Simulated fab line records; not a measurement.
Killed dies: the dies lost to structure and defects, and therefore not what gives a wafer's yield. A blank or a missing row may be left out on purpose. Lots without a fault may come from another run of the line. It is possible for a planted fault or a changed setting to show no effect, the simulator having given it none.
Chamber matching -- flow n5-finfet -- 4 sister chambers for N5_PMOS_HMC_CHANNEL_EPI_DESCUM_14 on rie-diel-04
The step chemistry O2, time 7.9 s. 8 wafers are shown with their chamber, then 7 later ones without.

== WAFERS PAIRED WITH THEIR CHAMBERS ==
wafer,chamber,drypump-motor-current-A (A),showerhead-plenum-p-Torr (Torr)
L085.4,0,5.7,2.11
L090.1,3,5.3,2.15
L090.5,2,5.9,2.08
L093.1,2,5.9,2.07
L093.3,1,6.3,2.17
L093.4,3,5.2,2.15
L094.1,1,6.3,2.17
L094.4,0,5.7,2.11

== WAFERS WITHOUT THEIR CHAMBER ==
wafer,drypump-motor-current-A (A),showerhead-plenum-p-Torr (Torr)
L094.6,5.2,2.15
L095.1,5.3,2.15
L095.4,6.3,2.17
L095.6,5.2,2.15
L097.3,6.4,2.17
L097.4,5.2,2.15
L097.6,5.2,2.15

== WHICH CHAMBER EACH ONE RAN IN ==
wafer,from the rows above,in truth
L094.6,3,3
L095.1,3,3
L095.4,1,1
L095.6,3,3
L097.3,1,1
L097.4,3,3
L097.6,3,3
Placed correctly: 7 of 7. Can't be placed from these rows: 0. Wrongly placed: 0.
How it was worked out, from the rows above alone: a wafer's distance from a chamber is the root of the sum, over the readings, of the square of ((its reading less the chamber's mean) divided by the reading's scatter). The wafer belongs to the nearest chamber; if the next one is less than 2 further off, it can't be placed. For every chamber, the mean is computed from those of its wafers that are shown. The scatter: take each reading less its chamber's mean, square it, sum over the shown wafers, divide by the number of wafers less the number of chambers, and take the root.
